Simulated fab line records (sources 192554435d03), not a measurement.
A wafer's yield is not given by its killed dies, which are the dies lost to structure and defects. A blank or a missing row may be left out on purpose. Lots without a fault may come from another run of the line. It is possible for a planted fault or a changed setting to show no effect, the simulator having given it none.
Comparing a struck lot with a sound one | flow n5_finfet | 17 out of 1938 route steps
Sound: these wafers, L162.3, L162.5, L162.6. Struck: wafer L157.4. (L157.1, L157.3 of the same lot were not struck and are left out.) The cause comes at the end.
Order at every step that has rows: each side's tool, ch and its chambers, its first start. Under that, the readings that differ: sound wafers | struck wafers | difference of the means | sigmas: that difference in standard deviations of wafers without a fault.
alike: words and numbers the same on both sides, and readings whose means are apart by under 2 such deviations; not compared: readings that were withheld, readings missing a value for some wafer, numbers with overlapping values and no deviation given by the record, and bounds like >300 which may hide the same value.
A row with sigmas, a row that says differs or no value, or rows on one side alone: a step with any of these is where the two part. When numbers do not overlap yet have no deviation, they are printed without sigmas and do not part them. A reading that every wafer of one side lacks parts them only if that side has two wafers or more.

first, 9 steps without rows for these wafers: N5_BEOL_M4_COAT_05 (resist thk 30 nm); N5_BEOL_M4_EBR_07; N5_BEOL_M4_SOFTBAKE_06 (time 60 s); N5_BEOL_M4_EXPOSE_08 (exposes mask M4); N5_BEOL_M4_PEB_09 (peb time 60 s); N5_BEOL_M4_DEVELOP_10 (develop time 30 s); N5_BEOL_M4_DESCUM_16 (chemistry O2, time 7 s); N5_BEOL_M4_ETCH_74 (etches underlayer in N2/H2, target depth 6.5 nm, time 5.2 s); N5_BEOL_M4_ETCH_63 (etches SiARC in CF4, target depth 15.6 nm, time 26 s).
N5_BEOL_M4_ETCH_64: etches SOC in N2/H2, target depth 75 nm, overetch 22.5 nm, time 121.9 s.
  sound on rie_diel-05 ch 1,2, day 13 06:01; struck on rie_diel-04 ch 0, day 11 17:20
  reading                                    | sound       | struck | difference | sigmas
  model.SiARC_of_BEOL_M4_COAT_62.thk_nm (nm) | 6.4 6.4 6.4 | 5      | -1         |
  model.BEOL_M4.cd_offset_nm (nm)            | 0.2 0.2 0   | 0.4    | +0.3       |
  alike: bias_w, drypump_motor_current_A, oes_product_au, rf_vpp_V, showerhead_plenum_p_Torr, throttle_valve_pct
  not compared: rf_hours_counter_h
then, 3 steps without rows for these wafers: N5_BEOL_M4_STRIP_65 (strips in N2/H2); N5_BEOL_M4_STRIP_75 (strips in N2/H2); N5_BEOL_M4_STRIP_66 (strips in CF4).
N5_BEOL_M4_HM_OPEN_17: chemistry Cl2/BCl3, target TiN, target depth 20 nm, overetch 6 nm.
  sound on rie_metal-02 ch 0,1, day 13 06:14; struck on rie_metal-02 ch 0, day 11 17:31
  reading                  | sound             | struck | difference | sigmas
  model.etch.depth_nm (nm) | 19.64 19.64 19.97 | 18.08  | -1.67      |
  alike: bcl3_flow_sccm, bias_w, drypump_motor_current_A, mfc_ar_sccm, oes_product_au, throttle_valve_pct
  not compared: rf_hours_counter_h
then, 1 step without rows for these wafers: N5_BEOL_M4_STRIP_19 (strips in O2).
N5_BEOL_M4_RC_MEAS_101:
  sound on prober-01 ch 0, day 14 06:02; struck on prober-01 ch 0, day 12 16:37
  alike: DIBL_N, DIBL_P, IOFF_N, IOFF_P, ION_N, ION_P, SS_N, SS_P, VT_N, VT_P
following that, these wafers have no rows for 1 step: N5_PASSIVATION_PROBE_49.

== WHERE THEY PART ==
Nowhere in this record.

WHY: whatever the simulator had introduced
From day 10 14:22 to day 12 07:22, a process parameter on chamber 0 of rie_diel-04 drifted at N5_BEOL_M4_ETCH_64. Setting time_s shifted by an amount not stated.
